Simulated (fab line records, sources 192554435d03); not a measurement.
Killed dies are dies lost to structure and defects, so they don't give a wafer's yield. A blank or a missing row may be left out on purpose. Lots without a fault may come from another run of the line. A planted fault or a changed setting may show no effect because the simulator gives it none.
Problem report in the 8D (eight disciplines) form, filled by code | flow n5_finfet | the parts of the form that need people (team, actions taken, sign-off) are left out

1. THE PROBLEM
cd_nm at N5_GATE_CUT_CD_MEAS_13 reads a mean of 18.41 nm on 3 wafers of 2 lots; wafers without a fault read 19.99 nm with a standard deviation of 0.26. That is -6.1 standard deviations from the usual mean.
The step: target cd 20 nm.
First seen on wafer L329.5, day 7 14:16, on cd_sem-01. The record holds 42 wafers of 14 lots with a number at this step. Rule for "out", or "out of limits": more than 4 standard deviations from the usual mean. The other wafers with a number count as sound.

2. WHAT IT IS AND WHAT IT IS NOT
question                    | is                     | is not
which readings at this step | cd_nm                  | -
which lots                  | L329, L330             | L317, L318, L319, L320, L321, L322, L323, L331, L334, L338, L339, L340
which wafers of those lots  | L329.5, L330.5, L330.6 | L329.1, L329.3, L330.1
read on which gauges        | cd_sem-01              | cd_sem-02, cd_sem-03
when                        | from day 7 14:16       | up to then (23 sound wafers); but 16 sound wafers of L330, L331, L334, L338, L339, L340 came after

3. SUSPECTS, AND WHAT RULES EACH OUT
Counting: a tool at a process step up to the reading stays a suspect if it ran every lot that is out. Sound lots after the first of them don't rule it out here, since some wafers of a struck lot are sound.
- the gauge at N5_GATE_CUT_CD_MEAS_13: kept. All the wafers that are out were read on cd_sem-01, and no step on other tools shows them out.
- euv_scanner-01 at N5_GATE_CUT_EXPOSE_10 (exposes mask GATE CUT, target cd 20 nm): kept. It ran every lot that is out, first L329 (day 7 14:08); its last sound lot up to then is L323 (day 6 02:13).
Left after counting: euv_scanner-01 at N5_GATE_CUT_EXPOSE_10, cd_sem-01 at N5_GATE_CUT_CD_MEAS_13.

4. THE CAUSE (what the simulator had put in)
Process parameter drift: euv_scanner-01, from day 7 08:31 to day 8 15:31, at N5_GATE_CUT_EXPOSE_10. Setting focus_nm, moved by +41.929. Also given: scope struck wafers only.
Counting left 2 suspects, and this tool is among them.

5. THE CHAIN OF EFFECTS, in route order
Each row: a reading whose mean over the struck wafers that have a number lies more than 3 standard deviations from the usual. Only readings for which the record gives a usual standard deviation are gone through. hours: the time from each lot's start at the first step in this table that gives one to its start at this step, as a median over the lots. sigmas: the change in usual standard deviations.
hours | step                   | reading | usual    | on struck wafers | change | sigmas
0     | N5_GATE_CUT_CD_MEAS_13 | cd_nm   | 19.99 nm | 18.41            | -1.58  | -6.1
Later measuring or inspecting steps at which every struck wafer that the step has a row for has a number for every such reading, and none has moved that far: N5_BEOL_M4_RC_MEAS_101.

6. WHAT WOULD HAVE CAUGHT IT SOONER
In this record the first reading out of limits at a measuring or inspecting step was taken at day 7 14:16, 6 hours after the fault began at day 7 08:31.
Of the lots that are out (2), L330 began N5_GATE_CUT_EXPOSE_10 on euv_scanner-01 after day 7 14:16. A hold on the tool at that time would have spared it.
